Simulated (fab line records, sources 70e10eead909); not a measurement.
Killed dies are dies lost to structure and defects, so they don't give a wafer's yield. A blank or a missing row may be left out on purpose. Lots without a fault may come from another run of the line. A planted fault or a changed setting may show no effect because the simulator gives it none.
Chamber matching | flow nand_harc | NHARC_A_BONDPAD_STRIP_15 on rie_diel-12: 4 sister chambers
The step strips in O2. 8 wafers are shown with their chamber, then 7 later ones without.

WAFERS WITH THEIR CHAMBER
wafer  | chamber | drypump_motor_current_A (A) | oes_product_au (a.u.)
L582.2 | 2       | 5.5                         | 1.012
L584.2 | 2       | 5.5                         | 1.020
L584.3 | 3       | 5.8                         | 1.015
L584.4 | 1       | 6.8                         | 1.007
L586.5 | 0       | 6.6                         | 0.998
L586.6 | 3       | 5.8                         | 1.015
L587.4 | 0       | 6.7                         | 0.989
L587.5 | 1       | 6.7                         | 0.997

WAFERS WITHOUT THEIR CHAMBER
wafer  | drypump_motor_current_A (A) | oes_product_au (a.u.)
L587.6 | 5.5                         | 1.006
L591.1 | 6.7                         | 0.996
L591.3 | 5.5                         | 1.001
L591.6 | 6.7                         | 0.987
L603.2 | 5.6                         | 0.987
L603.3 | 6.7                         | 0.981
L603.5 | 5.6                         | 0.981

WHICH CHAMBER EACH WENT THROUGH
wafer  | from the rows above     | in truth
L587.6 | 2                       | 2
L591.1 | can't be placed: 0 or 1 | 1
L591.3 | 2                       | 2
L591.6 | can't be placed: 0 or 1 | 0
L603.2 | can't be placed: 2 or 3 | 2
L603.3 | can't be placed: 0 or 1 | 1
L603.5 | can't be placed: 2 or 3 | 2
Placed correctly: 2 of 7. Can't be placed from these rows: 5 (the true chamber is among the candidates in 5). Placed wrongly: 0.
How it was worked out, from the rows above alone: a wafer's distance from a chamber is the root of the sum, over the readings, of the square of ((its reading less the chamber's mean) divided by the reading's scatter). The wafer belongs to the nearest chamber; if the next one is less than 2 further off, it can't be placed. A chamber's mean is the mean of its shown wafers. The scatter: the root of (the sum of the squares of (reading less its chamber's mean) over the shown wafers, divided by (wafers less chambers)).
